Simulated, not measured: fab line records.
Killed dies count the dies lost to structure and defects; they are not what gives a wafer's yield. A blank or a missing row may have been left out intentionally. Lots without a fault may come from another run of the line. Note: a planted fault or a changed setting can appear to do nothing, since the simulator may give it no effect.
fab line records	flow n5_finfet
record lots=6	wafers=16	last_day=18
route steps=1938 shown BEOL_M1@826 PASSIVATION@1936
lots that met no fault: from a run of the same line without faults
start_h: start of the lot's first displayed wafer, in hours after the record's first day	wait_h: time in hours since the lot's previous step	" as in the row above	L1.1+2: a single row standing in for several wafers	- no value, or no start given	* or withheld: withheld	< > ~ a bound
route shown NAME@n: NAME is a module with steps in the file, n the number in the route of the first one	usual: the fault-free wafers' mean and standard deviation	same: alike in all rows	chamber/n: place in a boat	sites: the reading at each site	_std_site: how widely they spread, as a standard deviation	_edge_site: the outer-site mean with the inner-site mean subtracted	radius_mm: for every site, how far away it sits from the centre of the wafer	mask NAME#n: copy n	behind: tool/chamber where the wafer was last shaped	hold: why the lot went on hold/how many hours it stayed there/how the hold came to an end	device: the transistor (n, p or np) that didn't switch	end of line: the tests these same wafers got at the end of their route	a step with no rows: only its recipe	killed: not the wafer's yield, but the dies lost to structure and defects at the first sort	map: the dies of a wafer, with x for killed, . for not killed, _ for no die there
set.NAME: the setting the step ran with; set.NAME@STEP: the setting that earlier step ran with	model.NAME: the simulator's own value behind a step, which no gauge read
lots at some steps of the route; a table a step, a row a wafer
services: when a tool's chamber went out of use (start_h, in hours from the record's first day, below 0 if earlier), for how many hours, and the reason
## steps
# step N5_BEOL_M1_SPUTTER_92
# recipe material=Cu	target_thk_a=45	temp_c=-20	chamber_pressure_pa=0.07	power_w=withheld	time_s=8.29
# step N5_BEOL_M1_ANNEAL_93
# recipe temp_c=400	time_s=240	ambient=vacuum
# usual heater_power_w=854/73	susceptor_temp_C_max=401.0/0.34
# same time_s=240
lot.wafer	tool	chamber	start_h	wait_h	heater_power_w	susceptor_temp_C_max
L117.2	pvd_sputter-02	-	137.19	0.0	823	400.8
L117.3	"	-	"	"	841	400.6
L117.6	"	-	"	"	834	400.8
L119.1	pvd_sputter-01	-	140.21	0.0	754	400.9
L119.5	"	-	"	"	771	400.6
L119.6	"	-	"	"	807	401.0
L120.5	pvd_sputter-02	-	145.84	0.1	879	401.5
L120.6	"	-	"	"	836	400.6
L122.2	pvd_sputter-03	-	161.80	0.0	808	400.7
L122.5	"	-	"	"	828	400.7
L128.1	pvd_sputter-02	-	197.16	0.0	843	400.6
L128.3	"	-	"	"	818	401.7
L128.4	"	-	"	"	1031	401.0
L140.1	pvd_sputter-02	-	265.50	0.0	1033	400.9
L140.2	"	-	"	"	863	401.5
L140.4	"	-	"	"	910	401.7
# step N5_BEOL_M1_SPUTTER_94
# recipe material=Cu	target_thk_a=45	temp_c=-20	chamber_pressure_pa=0.07	power_w=withheld	time_s=8.29
# usual throttle_valve_pct=30.1/1.2
# same time_s=8.29
lot.wafer	tool	chamber	start_h	wait_h	throttle_valve_pct
L117.2	pvd_sputter-02	-	137.33	0.1	29.7
L117.3	"	-	"	"	31.4
L117.6	"	-	"	"	31.0
L119.1	pvd_sputter-01	-	140.35	0.1	30.6
L119.5	"	-	"	"	31.0
L119.6	"	-	"	"	28.5
L120.5	pvd_sputter-02	-	145.95	0.0	31.3
L120.6	"	-	"	"	31.4
L122.2	pvd_sputter-03	-	161.94	0.1	30.5
L122.5	"	-	"	"	30.6
L128.1	pvd_sputter-02	-	197.30	0.1	31.0
L128.3	"	-	"	"	29.8
L128.4	"	-	"	"	27.6
L140.1	pvd_sputter-02	-	265.64	0.1	27.5
L140.2	"	-	"	"	31.1
L140.4	"	-	"	"	31.1
# step N5_BEOL_M1_ANNEAL_95
# recipe temp_c=400	time_s=240	ambient=vacuum
# usual heater_power_w=855/74	susceptor_temp_C_max=400.9/0.35
# same time_s=240
lot.wafer	tool	chamber	start_h	wait_h	heater_power_w	susceptor_temp_C_max
L117.2	pvd_sputter-02	-	137.41	0.0	810	401.3
L117.3	"	-	"	"	847	400.6
L117.6	"	-	"	"	836	400.8
L119.1	pvd_sputter-01	-	140.43	0.0	760	400.6
L119.5	"	-	"	"	769	400.4
L119.6	"	-	"	"	825	401.1
L120.5	pvd_sputter-02	-	146.06	0.1	899	400.7
L120.6	"	-	"	"	848	400.8
L122.2	pvd_sputter-03	-	162.02	0.0	831	400.7
L122.5	"	-	"	"	826	400.7
L128.1	pvd_sputter-02	-	197.38	0.0	852	401.0
L128.3	"	-	"	"	832	401.1
L128.4	"	-	"	"	1029	400.5
L140.1	pvd_sputter-02	-	265.72	0.0	1032	400.7
L140.2	"	-	"	"	857	400.9
L140.4	"	-	"	"	890	400.9
# step N5_BEOL_M1_SPUTTER_96
# recipe material=Cu	target_thk_a=45	temp_c=-20	chamber_pressure_pa=0.07	power_w=withheld	time_s=8.29
# step N5_BEOL_M1_ECD_50
# recipe material=Cu	target_thk_a=3000
# step N5_BEOL_M1_ANNEAL_51
# recipe temp_c=225	time_s=90	ambient=N2
# step N5_BEOL_M1_CMP_52
# recipe stop_on=SiOC	t_overpolish_s=6.8	down_force_psi=1	platen_rpm=50	clearing_platen_down_force_psi=1.5	clearing_platen_rpm=50	post_cmp_clean=cu_alkaline	target_thk_nm=40	clearing_platen_pad_velocity_m_s=0.99484	pad_velocity_m_s=0.99484
# step N5_BEOL_M1_THK_MEAS_53
# recipe thk_meas_gauge=xrf	reads=Cu_of_BEOL_M1_ECD_50
# usual M1_THK=39.5/1.5
lot.wafer	tool	chamber	start_h	wait_h	M1_THK[nm]
L117.2	film_metro-01	-	138.33	-	39.7
L117.3	"	-	"	"	40.6
L117.6	"	-	"	"	41.2
L119.1	film_metro-02	-	141.37	-	38.6
L119.5	"	-	"	"	40.4
L119.6	"	-	"	"	41.4
L120.5	film_metro-02	-	146.94	0.1	40.0
L120.6	"	-	"	"	38.5
L122.2	film_metro-01	-	163.03	-	38.8
L122.5	"	-	"	"	41.3
L128.1	film_metro-01	-	198.30	-	37.9
L128.3	"	-	"	"	36.6
L128.4	"	-	"	"	39.3
L140.1	film_metro-02	-	266.68	-	36.7
L140.2	"	-	"	"	37.8
L140.4	"	-	"	"	38.8
# step N5_BEOL_M1_PRE_CLEAN_60
# recipe gas=NH3/H2	time_s=15	temp_c=*	rf_power_w=300
# usual heater_power_w=89/33
# same time_s=15
lot.wafer	tool	chamber	start_h	wait_h	heater_power_w
L117.2	cvd_co-02	1	138.37	0.0	144
L117.3	"	2	"	"	56
L117.6	"	1	"	"	140
L119.1	cvd_co-02	1	141.41	0.0	140
L119.5	"	0	"	"	84
L119.6	"	2	"	"	54
L120.5	cvd_co-02	1	146.99	0.1	137
L120.6	"	0	"	"	83
L122.2	cvd_co-01	1	163.14	0.1	104
L122.5	"	2	"	"	44
L128.1	cvd_co-02	2	198.34	0.0	54
L128.3	"	0	"	"	82
L128.4	"	2	"	"	56
L140.1	cvd_co-01	1	266.71	0.0	105
L140.2	"	2	"	"	45
L140.4	"	2	"	"	45
# step N5_BEOL_M1_CO_CAP_55
# recipe material=Co	target_thk_a=20	temp_c=200	precursor=CCTBA/H2	pressure_torr=30	time_s=102.1
# usual chamber_pressure_Torr=30.01/0.066	heater_power_w=241/41
# same time_s=102.1
lot.wafer	tool	chamber	start_h	wait_h	chamber_pressure_Torr	heater_power_w
L117.2	cvd_co-02	1	138.41	0.0	30.03	306
L117.3	"	2	"	"	30.12	197
L117.6	"	1	"	"	30.00	302
L119.1	cvd_co-02	1	141.45	0.0	29.97	303
L119.5	"	0	"	"	30.04	234
L119.6	"	2	"	"	30.10	199
L120.5	cvd_co-02	1	147.05	0.0	30.08	305
L120.6	"	0	"	"	29.94	232
L122.2	cvd_co-01	1	163.18	0.0	30.02	263
L122.5	"	2	"	"	30.00	187
L128.1	cvd_co-02	2	198.38	0.0	29.95	202
L128.3	"	0	"	"	29.89	233
L128.4	"	2	"	"	30.06	203
L140.1	cvd_co-01	1	266.75	0.0	30.04	261
L140.2	"	2	"	"	30.08	181
L140.4	"	2	"	"	30.09	184
# step N5_BEOL_M1_PRE_CLEAN_56
# recipe gas=NH3	time_s=15	temp_c=withheld	rf_power_w=300
# step N5_BEOL_M1_DEP_57
# recipe material=SiCN	target_thk_a=80	temp_c=withheld	precursor=3MS/NH3	pressure_torr=3	rf_w=202	time_s=14
# usual chamber_pressure_Torr=3.000/0.0059	showerhead_plenum_p_Torr=3.672/0.017	throttle_valve_pct=9.1/0.54
lot.wafer	tool	chamber	start_h	wait_h	chamber_pressure_Torr	showerhead_plenum_p_Torr	throttle_valve_pct	model.SiCN_of_BEOL_M1_DEP_57.thk_nm
L117.2	pecvd-04	2	138.53	0.0	3.008	3.663	8.9	8.2
L117.3	"	0	"	"	2.990	3.661	9.0	7.8
L117.6	"	1	"	"	3.004	3.678	9.4	8
L119.1	pecvd-02	0	141.57	0.0	2.999	3.644	8.5	8
L119.5	"	0	"	"	3.001	3.651	8.8	8
L119.6	"	1	"	"	3.005	3.648	8.9	8
L120.5	pecvd-02	0	147.15	0.0	3.003	3.647	8.7	8.2
L120.6	"	1	"	"	3.004	3.655	8.8	8.4
L122.2	pecvd-02	0	163.30	0.0	2.998	3.653	8.7	8.2
L122.5	"	1	"	"	2.997	3.644	8.9	8.4
L128.1	pecvd-04	2	198.50	0.0	3.000	3.664	8.7	8
L128.3	"	0	"	"	3.004	3.667	8.7	8
L128.4	"	2	"	"	3.003	3.660	8.6	8.2
L140.1	pecvd-04	1	266.89	0.0	3.009	3.694	9.6	8
L140.2	"	2	"	"	3.004	3.664	8.9	8.2
L140.4	"	0	"	"	2.999	3.665	8.8	8
# step N5_BEOL_M1_RS_MEAS_58
# recipe thk_meas_gauge=four-point-probe	reads=Co_of_BEOL_M1_CO_CAP_55+Cu_of_BEOL_M1_ECD_50+Co_of_BEOL_M1_CVD_47+TaN_of_BEOL_M1_ALD_84
# usual M1_RS=0.68/0.033
lot.wafer	tool	chamber	start_h	wait_h	M1_RS[ohm/sq]
L117.2	film_metro-01	-	138.59	0.1	0.68
L117.3	"	-	"	"	0.66
L117.6	"	-	"	"	0.65
L119.1	film_metro-02	-	141.63	0.0	0.71
L119.5	"	-	"	"	0.67
L119.6	"	-	"	"	0.65
L120.5	film_metro-02	-	147.20	0.0	0.66
L120.6	"	-	"	"	0.69
L122.2	film_metro-02	-	163.37	0.1	0.70
L122.5	"	-	"	"	0.64
L128.1	film_metro-02	-	198.56	0.0	0.71
L128.3	"	-	"	"	0.74
L128.4	"	-	"	"	0.67
L140.1	film_metro-01	-	266.96	0.0	0.75
L140.2	"	-	"	"	0.72
L140.4	"	-	"	"	0.70
# step N5_PASSIVATION_PROBE_49
# usual killed_at_M0_to_M3=36/10	killed_at_M4_up=13/5.5	killed_at_contacts=12/5.6	killed_at_front_end=42/12	killed_at_other=4/3.2	killed_dies=108/18	killed_open=71/13	killed_short=34/7.8
# same gross_dies=1180	killed_at_back_side=0
lot.wafer	tool	chamber	start_h	wait_h	killed_at_M0_to_M3	killed_at_M4_up	killed_at_contacts	killed_at_front_end	killed_at_other	killed_dies	killed_open	killed_short
L119.1	prober-01	-	271.70	0.0	25	12	20	51	4	112	76	28
L119.5	prober-01	-	271.90	0.2	29	22	13	57	3	124	82	42
L119.6	prober-01	-	271.95	0.3	35	22	8	63	1	129	77	44
L122.2	prober-01	-	289.83	0.1	32	8	9	26	5	80	58	22
L122.5	prober-01	-	289.98	0.2	37	19	10	27	3	96	62	32
L140.1	prober-01	-	440.46	0.0	19	7	11	46	3	86	47	37
L140.2	prober-01	-	440.51	0.1	27	11	15	47	8	108	73	33
L140.4	prober-01	-	440.61	0.2	31	16	9	40	6	102	58	44
# killed by level:class
L119.1 STI_FIN_REVEAL:geometric_particle:open=17 MOL_CONTACT_COAG:geometric_particle:open=16 HKMG_FIN:area_etch=8 GATE_CUT:geometric_particle:short=7 BEOL_M2:geometric_particle:open=7 BEOL_M4:geometric_particle:open=7 DUMMY_GATE:geometric_particle:open=4 GATE_CUT:geometric_particle:open=4
L119.5 STI_FIN_REVEAL:geometric_particle:open=24 BEOL_M5:geometric_particle:open=9 BEOL_M0_SAQP:geometric_particle:short=8 BEOL_M0_SAQP:geometric_particle:open=8 MOL_CONTACT_COAG:geometric_particle:open=7 FIN_SAQP:geometric_particle:short=6 MOL_CONTACT_COAG:geometric_particle:short=6 BEOL_M4:geometric_particle:open=6
L119.6 STI_FIN_REVEAL:geometric_particle:open=15 BEOL_M0_SAQP:geometric_particle:open=10 BEOL_M4:geometric_particle:open=10 GATE_CUT:geometric_particle:short=9 BEOL_M0_SAQP:geometric_particle:short=8 HKMG_FIN:area_etch=8 MOL_CONTACT_COAG:geometric_particle:open=7 FIN_SAQP:geometric_particle:short=5
L122.2 FIN_SAQP:geometric_particle:open=11 BEOL_M2:geometric_particle:open=11 BEOL_M0_SAQP:geometric_particle:short=6 MOL_CONTACT_COAG:geometric_particle:open=6 BEOL_M3:geometric_particle:open=6 STI_FIN_REVEAL:geometric_particle:open=4 DUMMY_GATE:geometric_particle:open=4 BEOL_M5:geometric_particle:open=4
L122.5 BEOL_M0_SAQP:geometric_particle:open=12 BEOL_M0_SAQP:geometric_particle:short=10 FIN_SAQP:geometric_particle:short=8 FIN_SAQP:geometric_particle:open=8 MOL_CONTACT_COAG:geometric_particle:open=8 BEOL_M2:geometric_particle:open=7 BEOL_M4:geometric_particle:open=5 DUMMY_GATE:geometric_particle:open=4
L140.1 MOL_CONTACT_COAG:geometric_particle:open=11 STI_FIN_REVEAL:geometric_particle:open=9 FIN_SAQP:geometric_particle:short=8 BEOL_M0_SAQP:geometric_particle:short=8 FIN_SAQP:geometric_particle:open=6 BEOL_M1:geometric_particle:open=5 BEOL_M1:geometric_particle:short=4 STARTING-WAFER:geometric_particle:open=4
L140.2 STI_FIN_REVEAL:geometric_particle:open=17 MOL_CONTACT_COAG:geometric_particle:open=12 BEOL_M4:geometric_particle:open=7 BEOL_M0_SAQP:geometric_particle:short=6 STI_FIN_REVEAL:geometric_particle:short=5 DUMMY_GATE:geometric_particle:open=5 BEOL_M1:geometric_particle:open=5 FIN_SAQP:geometric_particle:open=4
L140.4 BEOL_M1:geometric_particle:short=10 BEOL_M4:geometric_particle:open=10 FIN_SAQP:geometric_particle:short=8 FIN_SAQP:geometric_particle:open=8 MOL_CONTACT_COAG:geometric_particle:open=8 STI_FIN_REVEAL:geometric_particle:open=7 BEOL_M0_SAQP:geometric_particle:open=7 BEOL_M0_SAQP:geometric_particle:short=5
## services
tool	chamber	start_h	hours	kind
cvd_co-01	1	114.67	-	clean
cvd_co-01	1	114.67	22.0	scheduled_down
cvd_co-01	1	114.67	22.0	vent_cycle
pecvd-02	1	115.72	5.5	scheduled_down
cvd_co-02	-	145.64	0.6	repair
pecvd-04	0	147.23	-	calibration
pecvd-04	2	157.25	1.7	repair
pecvd-04	2	170.42	5.5	scheduled_down
pecvd-02	-	184.99	27.0	repair
cvd_co-01	2	231.54	18.0	repair
pecvd-02	2	231.85	5.5	scheduled_down
## key
first_sign none at tools or gauges
model_effect step=N5_BEOL_M1_DEP_57	value=SiCN_of_BEOL_M1_DEP_57.thk_nm	without=7.9	struck=8.3
met_at N5_BEOL_M1_DEP_57
struck_wafers L120.5,L120.6,L122.2,L122.5
tester_left_out L120,L122
onset_between 141.57 147.15
earlier_fault kind=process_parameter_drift	tool=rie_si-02	chamber=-	onset_h=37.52	steps=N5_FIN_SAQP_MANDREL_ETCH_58	channel=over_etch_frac	offset=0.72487	shape=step	acts_in=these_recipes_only	stated=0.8
earlier_fault kind=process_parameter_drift	tool=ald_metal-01	chamber=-	onset_h=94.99	steps=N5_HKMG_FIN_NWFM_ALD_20	channel=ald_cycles	offset=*	shape=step	acts_in=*	stated=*
fault kind=process_parameter_drift	tool=pecvd-02	chamber=-	onset_h=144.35	steps=N5_BEOL_M1_DEP_57	channel=time_s	offset=*	shape=step	acts_in=*	stated=*
# tester_left_out: of these lots the tester's yield and bins aren't shown, on N5 and GAA mostly nor the transistor test; their killed dies are dies lost to structure and defects alone, not to doping, threshold or leakage, so they don't give the yield
